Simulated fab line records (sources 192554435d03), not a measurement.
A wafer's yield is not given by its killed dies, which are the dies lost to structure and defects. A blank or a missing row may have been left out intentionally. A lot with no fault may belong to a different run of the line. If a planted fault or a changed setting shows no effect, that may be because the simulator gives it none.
fab line records + flow n5-finfet + part 1 of 2: steps 1 to 4 of 6
[record]
- lots = 23
- wafers = 69
- last-day = 18
route steps=1938 shown BEOL_M15@1773
lots that met no fault: from a run of the same line without faults
start-h: start of the lot's first displayed wafer, in hours after the record's first day + wait-h: how many hours have passed since the lot's step before this one + " repeats the value in the row above + L1.1+2: one row covering several wafers at once + - no value present, or no start provided + * or withheld: withheld + < > ~ a bound
route shown NAME@n: names a module that has steps shown in the file, with the first one's number in the route + usual: mean/standard deviation of fault-free wafers + same: alike in all rows + chamber/n: place in a boat + sites: each site's reading + _std_site: standard deviation across them + _edge_site: inner sites' mean taken away from outer sites' mean + radius-mm: for every site, how far away it sits from the centre of the wafer + mask NAME#n: copy n + behind: the tool/chamber that last shaped the wafer + hold: reason for holding the lot/hours on hold/outcome of the hold + device: whichever transistor did not switch (one of n, p or np) + end of line: the route-end tests of the same wafers + step lacking rows: just its recipe + killed: at the first sort, the dies lost to defects and structure; wafer yield is something else + map: shows each die of a wafer: x if killed, . if not, _ if none is there
set.NAME: the setting the step ran with; set.NAME@STEP: the setting that earlier step ran with + model.NAME: the simulator's own value behind a step, which no gauge read
the route's steps for a sample of lots (tables are steps, rows are wafers)
services: a tool's chamber out of use, with start hour (start-h, from the record's first day; less than 0 if before it), hours out, and reason
[[steps]]
[step N5_BEOL_M15_ILD_DEP_00]
[recipe]
- material = SiO2
- target-thk-a = 16293
- temp-c = 400
- precursor = TEOS/O2
- pressure-torr = 6.5
- rf-w = 900
- teos-flow-sccm = 161.4
- gas = O2
- flow-sccm = 2650
- time-s = 346.1
[usual]
- heater-power-w = 516/110
- showerhead-plenum-p-Torr = 8.36/0.032
- throttle-valve-pct = 19.1/1.3
| lot.wafer | tool     | chamber | start-h | wait-h | heater-power-w | showerhead-plenum-p-Torr | throttle-valve-pct |
|-----------|----------|---------|---------|--------|----------------|--------------------------|--------------------|
| L076.1    | pecvd-04 | 2       | 269.18  | 0.0    | 693            | 8.33                     | 19.1               |
| L076.3    | "        | 0       | "       | "      | 532            | 8.34                     | 18.9               |
| L076.6    | "        | 1       | "       | "      | 381            | 8.42                     | 21.7               |
| L077.1    | pecvd-04 | 0       | 276.75  | 0.0    | 495            | 8.34                     | 18.9               |
| L077.3    | "        | 2       | "       | "      | 564            | 8.35                     | 19.0               |
| L077.6    | "        | 0       | "       | "      | 382            | 8.34                     | 19.0               |
| L075.2    | pecvd-02 | 1       | 279.43  | 0.0    | 632            | 8.35                     | 18.4               |
| L075.4    | "        | 1       | "       | "      | 684            | 8.34                     | 18.7               |
| L075.6    | "        | 2       | "       | "      | 330            | 8.36                     | 17.6               |
| L079.3    | pecvd-04 | 0       | 297.70  | 0.0    | 428            | 8.35                     | 19.0               |
| L079.4    | "        | 1       | "       | "      | 378            | 8.42                     | 21.6               |
| L079.6    | "        | 0       | "       | "      | 504            | 8.34                     | 18.9               |
| L078.3    | pecvd-04 | 2       | 303.25  | 0.0    | 613            | 8.35                     | 19.1               |
| L078.4    | "        | 0       | "       | "      | 374            | 8.35                     | 18.9               |
| L078.5    | "        | 2       | "       | "      | 697            | 8.35                     | 19.1               |
| L080.1    | pecvd-02 | 1       | 308.31  | 0.0    | 655            | 8.35                     | 18.8               |
| L080.3    | "        | 0       | "       | "      | 630            | 8.32                     | 18.3               |
| L080.6    | "        | 2       | "       | "      | 423            | 8.34                     | 17.8               |
| L081.2    | pecvd-04 | 2       | 309.17  | 0.0    | 727            | 8.34                     | 19.1               |
| L081.3    | "        | 1       | "       | "      | 449            | 8.42                     | 21.8               |
| L081.5    | "        | 1       | "       | "      | 489            | 8.44                     | 21.9               |
| L074.1    | pecvd-04 | 0       | 309.57  | 0.0    | 499            | 8.36                     | 19.0               |
| L074.5    | "        | 0       | "       | "      | 388            | 8.35                     | 18.8               |
| L074.6    | "        | 1       | "       | "      | 497            | 8.44                     | 21.9               |
| L082.1    | pecvd-02 | 1       | 311.51  | 0.0    | 650            | 8.33                     | 18.9               |
| L082.2    | "        | 0       | "       | "      | 569            | 8.35                     | 18.3               |
| L082.4    | "        | 0       | "       | "      | 643            | 8.35                     | 18.3               |
| L084.1    | pecvd-04 | 2       | 318.23  | 0.0    | 612            | 8.36                     | 19.2               |
| L084.2    | "        | 0       | "       | "      | 497            | 8.34                     | 18.8               |
| L084.6    | "        | 0       | "       | "      | 395            | 8.31                     | 19.0               |
| L083.1    | pecvd-04 | 2       | 321.69  | 0.0    | 573            | 8.35                     | 18.9               |
| L083.2    | "        | 0       | "       | "      | 484            | 8.34                     | 18.9               |
| L083.4    | "        | 2       | "       | "      | 669            | 8.35                     | 19.3               |
| L085.2    | pecvd-04 | 0       | 324.20  | 0.0    | 512            | 8.34                     | 18.8               |
| L085.3    | "        | 2       | "       | "      | 684            | 8.35                     | 19.2               |
| L085.6    | "        | 0       | "       | "      | 392            | 8.35                     | 19.1               |
| L087.1    | pecvd-03 | 1       | 359.55  | 0.0    | 722            | 8.36                     | 18.3               |
| L087.3    | "        | 0       | "       | "      | 572            | 8.31                     | 17.7               |
| L087.6    | "        | 1       | "       | "      | 594            | 8.35                     | 18.5               |
| L088.2    | pecvd-04 | 0       | 360.10  | 0.0    | 515            | 8.36                     | 19.0               |
| L088.3    | "        | 0       | "       | "      | 382            | 8.37                     | 19.1               |
| L088.5    | "        | 2       | "       | "      | 662            | 8.33                     | 19.0               |
| L089.2    | pecvd-02 | 2       | 367.35  | 0.0    | 447            | 8.36                     | 17.4               |
| L089.3    | "        | 1       | "       | "      | 666            | 8.33                     | 18.8               |
| L089.4    | "        | 2       | "       | "      | 334            | 8.35                     | 18.1               |
| L091.3    | pecvd-03 | 1       | 373.60  | 0.0    | 735            | 8.37                     | 18.3               |
| L091.5    | "        | 2       | "       | "      | 439            | 8.38                     | 18.0               |
| L091.6    | "        | 1       | "       | "      | 579            | 8.35                     | 18.5               |
| L090.1    | pecvd-04 | 2       | 378.00  | 0.0    | 720            | 8.35                     | 19.4               |
| L090.4    | "        | 2       | "       | "      | 564            | 8.37                     | 19.2               |
| L090.5    | "        | 0       | "       | "      | 493            | 8.33                     | 19.0               |
| L092.3    | pecvd-04 | 0       | 378.33  | 0.0    | 420            | 8.34                     | 18.7               |
| L092.4    | "        | 1       | "       | "      | 485            | 8.41                     | 21.9               |
| L092.6    | "        | 0       | "       | "      | 486            | 8.34                     | 18.8               |
| L093.1    | pecvd-02 | 2       | 395.30  | 0.1    | 358            | 8.33                     | 17.7               |
| L093.2    | "        | 0       | "       | "      | 623            | 8.36                     | 18.1               |
| L093.4    | "        | 1       | "       | "      | 672            | 8.33                     | 18.7               |
| L094.1    | pecvd-02 | 1       | 404.46  | 0.0    | 682            | 8.35                     | 18.9               |
| L094.2    | "        | 2       | "       | "      | 436            | 8.36                     | 17.8               |
| L094.5    | "        | 0       | "       | "      | 502            | 8.37                     | 18.0               |
| L095.2    | pecvd-02 | 0       | 404.89  | 0.0    | 656            | 8.35                     | 18.4               |
| L095.3    | "        | 1       | "       | "      | 632            | 8.34                     | 18.6               |
| L095.4    | "        | 1       | "       | "      | 529            | 8.34                     | 18.5               |
| L096.2    | pecvd-03 | 2       | 408.21  | 0.0    | 427            | 8.36                     | 18.0               |
| L096.3    | "        | 0       | "       | "      | 604            | 8.34                     | 17.8               |
| L096.4    | "        | 2       | "       | "      | 319            | 8.36                     | 17.8               |
| L097.2    | pecvd-04 | 2       | 412.37  | 0.0    | 570            | 8.32                     | 19.6               |
| L097.4    | "        | 0       | "       | "      | 385            | 8.32                     | 18.7               |
| L097.5    | "        | 2       | "       | "      | 570            | 8.33                     | 19.4               |
[step N5_BEOL_M15_INSPECT_12]
[recipe]
- mode = adi
- inspect-instrument = macro
[usual]
- raw-defect-count = 2.0/1.5
| lot.wafer | tool              | chamber | start-h | wait-h | raw-defect-count |
|-----------|-------------------|---------|---------|--------|------------------|
| L076.1    | defect-inspect-01 | -       | 269.92  | 0.0    | 1                |
| L076.3    | "                 | -       | "       | "      | 1                |
| L076.6    | "                 | -       | "       | "      | 1                |
| L077.1    | defect-inspect-01 | -       | 277.48  | 0.0    | 2                |
| L077.3    | "                 | -       | "       | "      | 5                |
| L077.6    | "                 | -       | "       | "      | 4                |
| L075.2    | defect-inspect-01 | -       | 280.04  | 0.0    | 2                |
| L075.4    | "                 | -       | "       | "      | 2                |
| L075.6    | "                 | -       | "       | "      | 0                |
| L079.3    | defect-inspect-01 | -       | 298.43  | 0.0    | 0                |
| L079.4    | "                 | -       | "       | "      | 2                |
| L079.6    | "                 | -       | "       | "      | 1                |
| L078.3    | defect-inspect-02 | -       | 303.98  | 0.0    | 1                |
| L078.4    | "                 | -       | "       | "      | 4                |
| L078.5    | "                 | -       | "       | "      | 2                |
| L080.1    | defect-inspect-02 | -       | 309.04  | 0.0    | 1                |
| L080.3    | "                 | -       | "       | "      | 3                |
| L080.6    | "                 | -       | "       | "      | 2                |
| L081.2    | defect-inspect-02 | -       | 309.78  | 0.0    | 3                |
| L081.3    | "                 | -       | "       | "      | 3                |
| L081.5    | "                 | -       | "       | "      | 2                |
| L074.1    | defect-inspect-01 | -       | 310.18  | 0.0    | 1                |
| L074.5    | "                 | -       | "       | "      | 2                |
| L074.6    | "                 | -       | "       | "      | 2                |
| L082.1    | defect-inspect-01 | -       | 312.12  | 0.0    | 2                |
| L082.2    | "                 | -       | "       | "      | 4                |
| L082.4    | "                 | -       | "       | "      | 1                |
| L084.1    | defect-inspect-01 | -       | 318.84  | 0.0    | 3                |
| L084.2    | "                 | -       | "       | "      | 1                |
| L084.6    | "                 | -       | "       | "      | 1                |
| L083.1    | defect-inspect-01 | -       | 322.42  | 0.0    | 2                |
| L083.2    | "                 | -       | "       | "      | 0                |
| L083.4    | "                 | -       | "       | "      | 1                |
| L085.2    | defect-inspect-02 | -       | 324.99  | 0.0    | 2                |
| L085.3    | "                 | -       | "       | "      | 2                |
| L085.6    | "                 | -       | "       | "      | 2                |
| L087.1    | defect-inspect-01 | -       | 360.15  | 0.0    | 3                |
| L087.3    | "                 | -       | "       | "      | 1                |
| L087.6    | "                 | -       | "       | "      | 1                |
| L088.2    | defect-inspect-02 | -       | 360.94  | 0.0    | 3                |
| L088.3    | "                 | -       | "       | "      | 5                |
| L088.5    | "                 | -       | "       | "      | 4                |
| L089.2    | defect-inspect-02 | -       | 367.96  | 0.0    | 7                |
| L089.3    | "                 | -       | "       | "      | 3                |
| L089.4    | "                 | -       | "       | "      | 2                |
| L091.3    | defect-inspect-01 | -       | 374.36  | 0.0    | 2                |
| L091.5    | "                 | -       | "       | "      | 1                |
| L091.6    | "                 | -       | "       | "      | 4                |
| L090.1    | defect-inspect-02 | -       | 378.60  | 0.0    | 3                |
| L090.4    | "                 | -       | "       | "      | 3                |
| L090.5    | "                 | -       | "       | "      | 1                |
| L092.3    | defect-inspect-02 | -       | 378.94  | 0.0    | 2                |
| L092.4    | "                 | -       | "       | "      | 0                |
| L092.6    | "                 | -       | "       | "      | 2                |
| L093.1    | defect-inspect-02 | -       | 396.03  | 0.0    | 3                |
| L093.2    | "                 | -       | "       | "      | 0                |
| L093.4    | "                 | -       | "       | "      | 1                |
| L094.1    | defect-inspect-02 | -       | 405.07  | 0.0    | 1                |
| L094.2    | "                 | -       | "       | "      | 4                |
| L094.5    | "                 | -       | "       | "      | 1                |
| L095.2    | defect-inspect-02 | -       | 405.62  | 0.0    | 2                |
| L095.3    | "                 | -       | "       | "      | 1                |
| L095.4    | "                 | -       | "       | "      | 1                |
| L096.2    | defect-inspect-02 | -       | 408.95  | 0.0    | 4                |
| L096.3    | "                 | -       | "       | "      | 3                |
| L096.4    | "                 | -       | "       | "      | 4                |
| L097.2    | defect-inspect-01 | -       | 413.08  | 0.0    | 0                |
| L097.4    | "                 | -       | "       | "      | 2                |
| L097.5    | "                 | -       | "       | "      | 8                |
[step N5_BEOL_M15_DESCUM_15]
[recipe]
- chemistry = O2
- time-s = 7.9
- source-power-w = 50
- bias-power-w = 20
- pressure-mtorr = 20
- rf-frequency-hz = 2.712e+07
- temp-c = 40
- o2-flow-sccm = 225
[usual]
- drypump-motor-current-A = 5.8/0.37
- oes-product-au = 0.83/0.08
- rf-vpp-V = 244.0/1.2
- showerhead-plenum-p-Torr = 2.14/0.07
- throttle-valve-pct = 20.41/0.23
| lot.wafer | tool        | chamber | start-h | wait-h | drypump-motor-current-A | oes-product-au | rf-hours-counter-h | rf-vpp-V | showerhead-plenum-p-Torr | throttle-valve-pct |
|-----------|-------------|---------|---------|--------|-------------------------|----------------|--------------------|----------|--------------------------|--------------------|
| L076.1    | rie-diel-06 | 2       | 270.18  | 0.3    | 5.9                     | 0.73           | 161                | 244.2    | 2.20                     | 20.31              |
| L076.3    | "           | 3       | "       | "      | 5.9                     | 0.80           | 96                 | 241.9    | 2.02                     | 20.79              |
| L076.6    | "           | 0       | "       | "      | 5.9                     | 0.85           | -                  | 243.5    | 2.14                     | 20.19              |
| L077.1    | rie-diel-04 | 3       | 277.52  | 0.0    | 5.4                     | 0.81           | 93                 | 242.9    | 2.12                     | 20.19              |
| L077.3    | "           | 2       | "       | "      | 5.4                     | 0.76           | 144                | 245.0    | 2.21                     | 20.72              |
| L077.6    | "           | 2       | "       | "      | 5.4                     | 0.75           | -                  | 244.8    | 2.21                     | 20.72              |
| L075.2    | rie-diel-02 | 3       | 280.07  | 0.0    | 5.9                     | 0.85           | 68                 | 244.3    | 2.14                     | 20.45              |
| L075.4    | "           | 2       | "       | "      | 5.3                     | 0.87           | -                  | 244.2    | 2.12                     | 20.38              |
| L075.6    | "           | 3       | "       | "      | 5.9                     | 0.85           | -                  | 243.9    | 2.14                     | 20.46              |
| L079.3    | rie-diel-02 | 2       | 298.46  | 0.0    | 5.2                     | 0.85           | 61                 | 243.1    | 2.12                     | 20.40              |
| L079.4    | "           | 1       | "       | "      | 5.9                     | 0.71           | 184                | 244.0    | 2.08                     | 20.69              |
| L079.6    | "           | 0       | "       | "      | 6.5                     | 0.97           | -                  | 245.4    | 2.21                     | 20.09              |
| L078.3    | rie-diel-06 | 2       | 304.01  | 0.0    | 5.9                     | 0.72           | 171                | 245.1    | 2.19                     | 20.33              |
| L078.4    | "           | 1       | "       | "      | 5.9                     | 0.91           | 29                 | 246.0    | 2.20                     | 20.19              |
| L078.5    | "           | 1       | "       | "      | 5.9                     | 0.92           | -                  | 242.8    | 2.20                     | 20.18              |
| L080.1    | rie-diel-04 | 1       | 309.08  | 0.0    | 5.8                     | 0.95           | 8                  | 243.0    | 2.04                     | 20.16              |
| L080.3    | "           | 2       | "       | "      | 5.4                     | 0.74           | 152                | 245.8    | 2.20                     | 20.72              |
| L080.6    | "           | 0       | "       | "      | 6.3                     | 0.94           | -                  | 244.5    | 2.25                     | 20.55              |
| L081.2    | rie-diel-06 | 3       | 310.21  | 0.4    | 5.8                     | 0.80           | 106                | 242.5    | 2.01                     | 20.80              |
| L081.3    | "           | 2       | "       | "      | 5.9                     | 0.73           | 173                | 244.1    | 2.19                     | 20.35              |
| L081.5    | "           | 3       | "       | "      | 5.8                     | 0.79           | -                  | 241.6    | 2.01                     | 20.78              |
| L074.1    | rie-diel-06 | 0       | 310.66  | 0.5    | 5.9                     | 0.85           | 69                 | 244.3    | 2.14                     | 20.22              |
| L074.5    | "           | 3       | "       | "      | 5.8                     | 0.80           | -                  | 242.7    | 2.01                     | 20.80              |
| L074.6    | "           | 2       | "       | "      | 5.9                     | 0.73           | -                  | 244.7    | 2.19                     | 20.33              |
| L082.1    | rie-diel-02 | 2       | 312.62  | 0.5    | 5.2                     | 0.84           | 67                 | 244.0    | 2.12                     | 20.40              |
| L082.2    | "           | 3       | "       | "      | 5.9                     | 0.85           | 80                 | 241.4    | 2.13                     | 20.46              |
| L082.4    | "           | 1       | "       | "      | 5.9                     | 0.71           | 189                | 244.1    | 2.07                     | 20.72              |
| L084.1    | rie-diel-04 | 3       | 318.87  | 0.0    | 5.4                     | 0.79           | 106                | 244.3    | 2.11                     | 20.21              |
| L084.2    | "           | 0       | "       | "      | 6.4                     | 0.94           | 20                 | 245.5    | 2.25                     | 20.53              |
| L084.6    | "           | 0       | "       | "      | 6.3                     | 0.94           | -                  | 245.8    | 2.25                     | 20.53              |
| L083.1    | rie-diel-06 | 1       | 322.45  | 0.0    | 5.9                     | 0.89           | 36                 | 245.5    | 2.20                     | 20.18              |
| L083.2    | "           | 3       | "       | "      | 5.8                     | 0.78           | 111                | 242.0    | 2.01                     | 20.79              |
| L083.4    | "           | 0       | "       | "      | 5.9                     | 0.83           | 73                 | 244.6    | 2.14                     | 20.23              |
| L085.2    | rie-diel-04 | 3       | 325.05  | 0.1    | 5.4                     | 0.80           | 108                | 244.2    | 2.11                     | 20.22              |
| L085.3    | "           | 2       | "       | "      | 5.4                     | 0.75           | 158                | 244.3    | 2.20                     | 20.73              |
| L085.6    | "           | 3       | "       | "      | 5.4                     | 0.80           | -                  | 243.5    | 2.11                     | 20.21              |
| L087.1    | rie-diel-04 | 0       | 360.19  | 0.0    | 6.3                     | 0.91           | 30                 | 245.0    | 2.24                     | 20.55              |
| L087.3    | "           | 2       | "       | "      | 5.4                     | 0.73           | 167                | 244.9    | 2.20                     | 20.75              |
| L087.6    | "           | 3       | "       | "      | 5.4                     | 0.78           | -                  | 243.9    | 2.11                     | 20.21              |
| L088.2    | rie-diel-02 | 2       | 360.99  | 0.1    | 5.2                     | 0.84           | 82                 | 243.8    | 2.11                     | 20.42              |
| L088.3    | "           | 3       | "       | "      | 5.9                     | 0.82           | 94                 | 244.0    | 2.13                     | 20.49              |
| L088.5    | "           | 0       | "       | "      | 6.5                     | 0.93           | -                  | 246.0    | 2.21                     | 20.10              |
| L089.2    | rie-diel-02 | 1       | 367.99  | 0.0    | 5.9                     | 0.70           | 206                | 243.0    | 2.07                     | 20.72              |
| L089.3    | "           | 3       | "       | "      | 5.9                     | 0.82           | 96                 | 244.8    | 2.13                     | 20.51              |
| L089.4    | "           | 0       | "       | "      | 6.5                     | 0.93           | 26                 | 244.4    | 2.21                     | 20.09              |
| L091.3    | rie-diel-04 | 2       | 374.55  | 0.2    | 5.4                     | 0.74           | 171                | 244.7    | 2.20                     | 20.74              |
| L091.5    | "           | 1       | "       | "      | 5.8                     | 0.90           | -                  | 242.8    | 2.03                     | 20.18              |
| L091.6    | "           | 0       | "       | "      | 6.3                     | 0.91           | -                  | 246.7    | 2.24                     | 20.55              |
| L090.1    | rie-diel-02 | 3       | 378.64  | 0.0    | 5.9                     | 0.81           | 99                 | 244.0    | 2.13                     | 20.52              |
| L090.4    | "           | 1       | "       | "      | 5.9                     | 0.69           | 210                | 243.4    | 2.07                     | 20.73              |
| L090.5    | "           | 0       | "       | "      | 6.6                     | 0.92           | -                  | 245.6    | 2.21                     | 20.11              |
| L092.3    | rie-diel-04 | 1       | 379.12  | 0.2    | 5.8                     | 0.91           | 27                 | 242.4    | 2.03                     | 20.18              |
| L092.4    | "           | 3       | "       | "      | 5.4                     | 0.78           | 122                | 243.7    | 2.11                     | 20.22              |
| L092.6    | "           | 3       | "       | "      | 5.4                     | 0.78           | -                  | 243.3    | 2.11                     | 20.22              |
| L093.1    | rie-diel-02 | 1       | 396.36  | 0.3    | 5.9                     | 0.68           | 217                | 243.0    | 2.07                     | 20.74              |
| L093.2    | "           | 0       | "       | "      | 6.6                     | 0.91           | 36                 | 244.7    | 2.20                     | 20.12              |
| L093.4    | "           | 2       | "       | "      | 5.3                     | 0.83           | 93                 | 242.6    | 2.11                     | 20.46              |
| L094.1    | rie-diel-04 | 3       | 405.10  | 0.0    | 5.4                     | 0.77           | 130                | 243.3    | 2.10                     | 20.26              |
| L094.2    | "           | 0       | "       | "      | 6.3                     | 0.89           | 43                 | 244.3    | 2.24                     | 20.56              |
| L094.5    | "           | 1       | "       | "      | 5.8                     | 0.90           | -                  | 242.2    | 2.03                     | 20.20              |
| L095.2    | rie-diel-04 | 2       | 405.66  | 0.0    | 5.4                     | 0.72           | 180                | 244.5    | 2.19                     | 20.76              |
| L095.3    | "           | 1       | "       | "      | 5.8                     | 0.89           | 36                 | 241.9    | 2.03                     | 20.20              |
| L095.4    | "           | 0       | "       | "      | 6.3                     | 0.88           | 43                 | 245.6    | 2.24                     | 20.56              |
| L096.2    | rie-diel-04 | 3       | 409.10  | 0.2    | 5.4                     | 0.76           | 131                | 242.2    | 2.10                     | 20.24              |
| L096.3    | "           | 0       | "       | "      | 6.3                     | 0.88           | 45                 | 244.6    | 2.24                     | 20.57              |
| L096.4    | "           | 1       | "       | "      | 5.7                     | 0.89           | 37                 | 241.7    | 2.03                     | 20.20              |
| L097.2    | rie-diel-04 | 0       | 413.12  | 0.0    | 6.3                     | 0.87           | 46                 | 243.6    | 2.24                     | 20.58              |
| L097.4    | "           | 1       | "       | "      | 5.8                     | 0.88           | 39                 | 240.0    | 2.03                     | 20.19              |
| L097.5    | "           | 0       | "       | "      | 6.3                     | 0.87           | -                  | 244.0    | 2.24                     | 20.57              |
[step N5_BEOL_M15_ETCH_57]
[recipe]
- chemistry = N2/H2
- target = SOC
- source-w = 3000
- bias-w = 350
- time-s = 750
- ion-energy-ev = 200
- pressure-mtorr = 30
- n2-flow-sccm = 200
- h2-flow-sccm = 200
[usual]
- drypump-motor-current-A = 5.9/0.34
- oes-product-au = 0.83/0.082
- rf-vpp-V = 525.3/2.3
- showerhead-plenum-p-Torr = 2.60/0.08
- throttle-valve-pct = 17.77/0.25
| lot.wafer | tool        | chamber | start-h | wait-h | drypump-motor-current-A | oes-product-au | rf-hours-counter-h | rf-vpp-V | showerhead-plenum-p-Torr | throttle-valve-pct |
|-----------|-------------|---------|---------|--------|-------------------------|----------------|--------------------|----------|--------------------------|--------------------|
| L076.1    | rie-diel-06 | 1       | 270.85  | -      | 5.9                     | 0.94           | 19                 | 528.3    | 2.70                     | 17.61              |
| L076.3    | "           | 2       | "       | "      | 6.0                     | 0.72           | 161                | 527.4    | 2.65                     | 17.59              |
| L076.6    | "           | 2       | "       | "      | 6.0                     | 0.72           | -                  | 526.3    | 2.65                     | 17.57              |
| L077.1    | rie-diel-06 | 3       | 278.11  | -      | 5.8                     | 0.81           | 97                 | 521.0    | 2.46                     | 18.25              |
| L077.3    | "           | 0       | "       | "      | 5.8                     | 0.84           | 59                 | 524.6    | 2.58                     | 17.35              |
| L077.6    | "           | 1       | "       | "      | 5.9                     | 0.92           | -                  | 528.9    | 2.70                     | 17.63              |
| L075.2    | rie-diel-06 | 2       | 280.89  | -      | 5.9                     | 0.72           | 164                | 525.3    | 2.65                     | 17.60              |
| L075.4    | "           | 0       | "       | "      | 5.9                     | 0.85           | 60                 | 524.7    | 2.58                     | 17.34              |
| L075.6    | "           | 1       | "       | "      | 6.0                     | 0.93           | -                  | 528.4    | 2.70                     | 17.63              |
| L079.3    | rie-diel-02 | 0       | 299.10  | -      | 6.5                     | 0.98           | 5                  | 528.6    | 2.70                     | 17.55              |
| L079.4    | "           | 1       | "       | "      | 5.9                     | 0.71           | 184                | 524.1    | 2.53                     | 18.15              |
| L079.6    | "           | 1       | "       | "      | 5.9                     | 0.71           | -                  | 523.9    | 2.53                     | 18.16              |
| L078.3    | rie-diel-06 | 0       | 304.61  | -      | 5.9                     | 0.83           | 67                 | 524.0    | 2.57                     | 17.36              |
| L078.4    | "           | 3       | "       | "      | 5.9                     | 0.80           | 105                | 520.5    | 2.46                     | 18.28              |
| L078.5    | "           | 1       | "       | "      | 5.9                     | 0.91           | -                  | 527.0    | 2.69                     | 17.65              |
| L080.1    | rie-diel-02 | 3       | 309.86  | -      | 5.9                     | 0.84           | 78                 | 525.3    | 2.58                     | 17.74              |
| L080.3    | "           | 2       | "       | "      | 5.3                     | 0.85           | 66                 | 525.9    | 2.58                     | 17.82              |
| L080.6    | "           | 0       | "       | "      | 6.5                     | 0.98           | -                  | 528.5    | 2.70                     | 17.57              |
| L081.2    | rie-diel-04 | 2       | 310.92  | -      | 5.4                     | 0.74           | 153                | 526.7    | 2.66                     | 17.92              |
| L081.3    | "           | 1       | "       | "      | 5.8                     | 0.95           | 9                  | 523.3    | 2.50                     | 17.62              |
| L081.5    | "           | 3       | "       | "      | 5.5                     | 0.79           | -                  | 526.4    | 2.57                     | 17.65              |
| L074.1    | rie-diel-04 | 2       | 311.40  | -      | 5.4                     | 0.74           | 154                | 525.7    | 2.66                     | 17.90              |
| L074.5    | "           | 0       | "       | "      | 6.3                     | 0.93           | -                  | 528.9    | 2.72                     | 17.76              |
| L074.6    | "           | 3       | "       | "      | 5.4                     | 0.80           | -                  | 525.1    | 2.57                     | 17.67              |
| L082.1    | rie-diel-02 | 2       | 313.40  | -      | 5.2                     | 0.84           | 67                 | 525.1    | 2.58                     | 17.81              |
| L082.2    | "           | 1       | "       | "      | 5.9                     | 0.71           | 190                | 523.8    | 2.52                     | 18.16              |
| L082.4    | "           | 3       | "       | "      | 5.9                     | 0.83           | 80                 | 524.6    | 2.58                     | 17.76              |
| L084.1    | rie-diel-02 | 3       | 319.47  | -      | 5.9                     | 0.81           | 83                 | 525.6    | 2.58                     | 17.76              |
| L084.2    | "           | 1       | "       | "      | 5.9                     | 0.71           | 191                | 522.9    | 2.52                     | 18.17              |
| L084.6    | "           | 1       | "       | "      | 5.9                     | 0.71           | -                  | 522.9    | 2.52                     | 18.19              |
| L083.1    | rie-diel-06 | 1       | 323.05  | -      | 5.9                     | 0.91           | 36                 | 529.4    | 2.69                     | 17.66              |
| L083.2    | "           | 2       | "       | "      | 5.9                     | 0.71           | 178                | 525.6    | 2.64                     | 17.61              |
| L083.4    | "           | 0       | "       | "      | 5.9                     | 0.83           | 73                 | 523.9    | 2.57                     | 17.37              |
| L085.2    | rie-diel-04 | 1       | 325.66  | -      | 5.8                     | 0.93           | 13                 | 522.3    | 2.50                     | 17.65              |
| L085.3    | "           | 3       | "       | "      | 5.4                     | 0.79           | 108                | 524.1    | 2.57                     | 17.67              |
| L085.6    | "           | 0       | "       | "      | 6.3                     | 0.91           | -                  | 527.4    | 2.71                     | 17.75              |
| L087.1    | rie-diel-06 | 3       | 360.79  | -      | 5.8                     | 0.79           | 121                | 521.8    | 2.45                     | 18.29              |
| L087.3    | "           | 2       | "       | "      | 5.9                     | 0.71           | 188                | 525.9    | 2.64                     | 17.63              |
| L087.6    | "           | 3       | "       | "      | 5.9                     | 0.79           | -                  | 522.6    | 2.46                     | 18.30              |
| L088.2    | rie-diel-06 | 3       | 361.59  | -      | 5.9                     | 0.79           | 122                | 520.2    | 2.45                     | 18.29              |
| L088.3    | "           | 2       | "       | "      | 6.0                     | 0.70           | 189                | 527.7    | 2.64                     | 17.63              |
| L088.5    | "           | 1       | "       | "      | 5.9                     | 0.88           | -                  | 527.4    | 2.69                     | 17.69              |
| L089.2    | rie-diel-02 | 1       | 368.59  | -      | 5.9                     | 0.69           | 206                | 525.7    | 2.52                     | 18.21              |
| L089.3    | "           | 0       | "       | "      | 6.6                     | 0.92           | 26                 | 527.7    | 2.69                     | 17.60              |
| L089.4    | "           | 3       | "       | "      | 5.9                     | 0.82           | 96                 | 523.6    | 2.57                     | 17.77              |
| L091.3    | rie-diel-06 | 0       | 375.37  | -      | 5.8                     | 0.81           | 87                 | 526.1    | 2.57                     | 17.41              |
| L091.5    | "           | 0       | "       | "      | 5.9                     | 0.81           | -                  | 524.3    | 2.57                     | 17.39              |
| L091.6    | "           | 3       | "       | "      | 5.9                     | 0.78           | -                  | 520.9    | 2.45                     | 18.30              |
| L090.1    | rie-diel-02 | 3       | 379.24  | -      | 5.9                     | 0.81           | 99                 | 523.4    | 2.57                     | 17.80              |
| L090.4    | "           | 2       | "       | "      | 5.3                     | 0.83           | 87                 | 523.3    | 2.57                     | 17.82              |
| L090.5    | "           | 3       | "       | "      | 5.9                     | 0.81           | -                  | 523.7    | 2.57                     | 17.78              |
| L092.3    | rie-diel-02 | 1       | 379.73  | -      | 5.9                     | 0.70           | 210                | 522.4    | 2.52                     | 18.19              |
| L092.4    | "           | 2       | "       | "      | 5.3                     | 0.83           | 88                 | 524.3    | 2.57                     | 17.83              |
| L092.6    | "           | 1       | "       | "      | 5.9                     | 0.70           | -                  | 523.3    | 2.52                     | 18.19              |
| L093.1    | rie-diel-02 | 1       | 396.97  | -      | 5.9                     | 0.69           | 217                | 523.3    | 2.51                     | 18.20              |
| L093.2    | "           | 3       | "       | "      | 5.9                     | 0.80           | 105                | 523.3    | 2.57                     | 17.79              |
| L093.4    | "           | 2       | "       | "      | 5.3                     | 0.82           | 94                 | 524.4    | 2.57                     | 17.85              |
| L094.1    | rie-diel-06 | 1       | 405.86  | -      | 6.0                     | 0.86           | 61                 | 528.5    | 2.68                     | 17.70              |
| L094.2    | "           | 2       | "       | "      | 5.9                     | 0.70           | 203                | 526.7    | 2.63                     | 17.67              |
| L094.5    | "           | 2       | "       | "      | 6.0                     | 0.69           | -                  | 527.0    | 2.63                     | 17.64              |
| L095.2    | rie-diel-04 | 1       | 406.26  | -      | 5.8                     | 0.90           | 36                 | 524.0    | 2.49                     | 17.67              |
| L095.3    | "           | 3       | "       | "      | 5.4                     | 0.77           | 130                | 523.6    | 2.56                     | 17.70              |
| L095.4    | "           | 2       | "       | "      | 5.4                     | 0.72           | 181                | 526.5    | 2.65                     | 17.95              |
| L096.2    | rie-diel-04 | 0       | 409.90  | -      | 6.3                     | 0.87           | 45                 | 528.2    | 2.70                     | 17.80              |
| L096.3    | "           | 1       | "       | "      | 5.8                     | 0.89           | 38                 | 521.5    | 2.49                     | 17.68              |
| L096.4    | "           | 3       | "       | "      | 5.4                     | 0.77           | 132                | 525.1    | 2.56                     | 17.71              |
| L097.2    | rie-diel-04 | 0       | 413.71  | -      | 6.4                     | 0.87           | 47                 | 527.5    | 2.70                     | 17.81              |
| L097.4    | "           | 3       | "       | "      | 5.4                     | 0.77           | 133                | 524.0    | 2.56                     | 17.71              |
| L097.5    | "           | 3       | "       | "      | 5.4                     | 0.76           | -                  | 525.9    | 2.56                     | 17.72              |
